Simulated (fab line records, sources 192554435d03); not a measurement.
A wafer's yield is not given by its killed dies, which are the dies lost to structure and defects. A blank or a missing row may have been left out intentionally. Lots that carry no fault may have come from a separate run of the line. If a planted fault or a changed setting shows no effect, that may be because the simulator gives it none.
Lot-split experiment | flow n5 finfet | 21 wafers read from 7 lots, route of 1938 steps

## THE SPLIT ITSELF
At N5_SD_EPI_P_ETCH_16 (etches SiO2 in CHF3/O2, target depth 5 nm), the setting target depth a was moved away from the recipe's 50 angstrom on 9 of the 21 wafers read, by -11.9% to +9.0%. This setting was run at the recipe's value on the other wafers.

The reading comes from the split's own step.

## THE READING
etch.depth nm (the simulator's own value, which no gauge read), in nm, at N5_SD_EPI_P_ETCH_16 (etches SiO2 in CHF3/O2, target depth 5 nm). The file gives no usual value for it. The 12 wafers here that ran the recipe average 4.967 nm, standard deviation 0.083 nm.

wafer  | tool, chamber at the split | target depth a as run, angstrom | against the recipe | etch.depth nm, nm | against lot-mates on the recipe
L074.2 | rie diel-02, 0             | 44.07                           | -11.9%             | 4.405             | -0.536
L074.3 | rie diel-02, 1             | 50                              | recipe             | 4.941             | -
L074.5 | rie diel-02, 0             | 44.07                           | -11.9%             | 4.386             | -0.555
L076.1 | rie diel-03, 0             | 50                              | recipe             | 4.967             | -
L076.4 | rie diel-03, 2             | 53.53                           | +7.1%              | 5.354             | +0.377
L076.6 | rie diel-03, 2             | 50                              | recipe             | 4.987             | -
L077.1 | rie diel-03, 2             | 54.51                           | +9.0%              | 5.418             | +0.470
L077.3 | rie diel-03, 3             | 50                              | recipe             | 4.932             | -
L077.5 | rie diel-03, 2             | 50                              | recipe             | 4.964             | -
L082.2 | rie diel-02, 1             | 50                              | recipe             | 4.887             | -
L082.3 | rie diel-02, 3             | 50                              | recipe             | 4.934             | -
L082.6 | rie diel-02, 1             | 50                              | recipe             | 4.85              | -
L086.1 | rie diel-03, 3             | 50                              | recipe             | 4.994             | -
L086.2 | rie diel-03, 2             | 46.08                           | -7.8%              | 4.634             | -0.360
L086.5 | rie diel-03, 1             | 46.08                           | -7.8%              | 4.59              | -0.404
L091.1 | rie diel-01, 0             | 50                              | recipe             | 4.893             | -
L091.2 | rie diel-01, 2             | 50                              | recipe             | 5.089             | -
L091.6 | rie diel-01, 2             | 50                              | recipe             | 5.161             | -
L097.1 | rie diel-01, 0             | 51.53                           | +3.1%              | 4.98              | no lot-mate on the recipe
L097.4 | rie diel-01, 2             | 51.53                           | +3.1%              | 5.27              | no lot-mate on the recipe
L097.5 | rie diel-01, 3             | 51.53                           | +3.1%              | 5.186             | no lot-mate on the recipe

FIT RESULTS
A straight line over all 21 wafers: etch.depth nm changes by +0.0492 nm for each +1% of target depth a; r = +0.95; the points scatter about the line by 0.083 nm.
The same after taking each lot's own level away (the mean of its wafers on the recipe; 18 wafers): +0.0485 nm for each +1%; r = +0.98; scatter 0.054 nm.
On that fit, the largest move of target depth a shifts the reading by 0.58 nm.
Measured against the standard deviation above, the lots' own levels, which go from 4.8903 to 5.0477 nm, span 1.9 times it.
So the lot-to-lot level changes the slope little: the two slopes agree.
Check: with one of the wafers moved furthest among these (-11.9%) left out of the fit, the line predicts -0.581 nm for it against its lot-mates. It came out at -0.536 nm against them.

## OTHER SPLITS APPLIED TO THESE WAFERS
Other splits were also applied to these wafers ahead of the reading. Each is held against what the fit with the lots' levels taken away leaves over:
other split on the same wafers  | wafers away from the commonest value | r with etch.depth nm (lot level and that fit taken away)
N5_FIN_CUT_EXPOSE_05 dose mj    | 8                                    | +0.10
N5_DUMMY_GATE_COAT_35 spin rpm  | 4                                    | -0.09
N5_DUMMY_GATE_EXPOSE_12 dose mj | 5                                    | +0.03
N5_SD_EPI_P_EXPOSE_06 dose mj   | 7                                    | -0.03
N5_SD_EPI_P_PEB_07 peb time s   | 10                                   | +0.02

## THE FILE'S OWN FIT
etch.depth nm changes by +0.0491 nm for each +1% of target depth a, r = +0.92.
